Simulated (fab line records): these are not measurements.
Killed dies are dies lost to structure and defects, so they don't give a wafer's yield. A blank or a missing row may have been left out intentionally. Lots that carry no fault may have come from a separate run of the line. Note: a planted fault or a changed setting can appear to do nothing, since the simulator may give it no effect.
Chamber matching	flow n5_finfet	4 sister chambers for N5_MOL_CONTACT_COAG_VIA_ETCH_117 on rie_diel-02
The step etches SiO2 in C4F6/O2, target depth 40 nm, overetch 8 nm, time 26 s. 4 wafers are shown with their chamber, then 8 later ones without.

## WAFERS, EACH WITH ITS CHAMBER
wafer	chamber	showerhead_plenum_p_Torr (Torr)
L074.1	2	2.86
L084.1	0	2.69
L084.2	3	3.00
L085.2	1	2.77

## WAFERS MISSING THEIR CHAMBER
wafer	showerhead_plenum_p_Torr (Torr)
L085.3	3.00
L085.4	2.85
L091.2	3.03
L091.5	3.03
L091.6	2.77
L092.1	2.84
L092.4	2.77
L092.6	2.99

## EACH ONE'S CHAMBER
wafer	from the rows above	in truth
L085.3	3	3
L085.4	2	2
L091.2	3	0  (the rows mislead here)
L091.5	3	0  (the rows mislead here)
L091.6	1	1
L092.1	2	2
L092.4	1	1
L092.6	3	3
6 of 8 placed correctly. Not placeable from these rows: 0. 2 placed wrongly.
How it was worked out, from the rows above alone: a wafer's distance from a chamber is the root of the sum, over the readings, of the square of ((its reading less the chamber's mean) divided by the reading's scatter). If the next closest chamber is less than 2 further off than the closest, the wafer can't be placed; otherwise it belongs to the closest. For every chamber, the mean is computed from those of its wafers that are shown. The scatter (one wafer shown for each chamber): square how far every hidden wafer sits from the nearest shown wafer, average those squares and take the square root.
